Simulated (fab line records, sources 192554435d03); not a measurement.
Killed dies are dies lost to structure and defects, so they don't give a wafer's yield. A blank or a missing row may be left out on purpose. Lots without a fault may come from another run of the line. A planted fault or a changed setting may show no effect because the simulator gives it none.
Chamber matching | flow n5_finfet | N5_FIN_SAQP_DESCUM_21 on rie_diel-06: 4 sister chambers
The step chemistry O2, time 7.9 s. 4 wafers are shown with their chamber, then 7 later ones without.

WAFERS WITH THEIR CHAMBER
wafer  | chamber | throttle_valve_pct (%)
L080.2 | 1       | 20.63
L087.6 | 2       | 20.14
L088.2 | 3       | 20.22
L088.3 | 0       | 20.88

WAFERS WITHOUT THEIR CHAMBER
wafer  | throttle_valve_pct (%)
L088.4 | 20.15
L089.2 | 20.66
L089.4 | 20.88
L089.6 | 20.88
L092.2 | 20.69
L092.3 | 20.16
L092.4 | 20.23

WHICH CHAMBER EACH WENT THROUGH
wafer  | from the rows above     | in truth
L088.4 | 2                       | 2
L089.2 | 1                       | 1
L089.4 | 0                       | 0
L089.6 | 0                       | 0
L092.2 | 1                       | 1
L092.3 | can't be placed: 2 or 3 | 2
L092.4 | 3                       | 3
Placed correctly: 6 of 7. Can't be placed from these rows: 1 (the true chamber is among the candidates in 1). Placed wrongly: 0.
How it was worked out, from the rows above alone: a wafer's distance from a chamber is the root of the sum, over the readings, of the square of ((its reading less the chamber's mean) divided by the reading's scatter). The wafer belongs to the nearest chamber; if the next one is less than 2 further off, it can't be placed. A chamber's mean is the mean of its shown wafers. The scatter: with one shown wafer a chamber, the root of the mean of the squares of how far each hidden wafer lies from its nearest shown one.
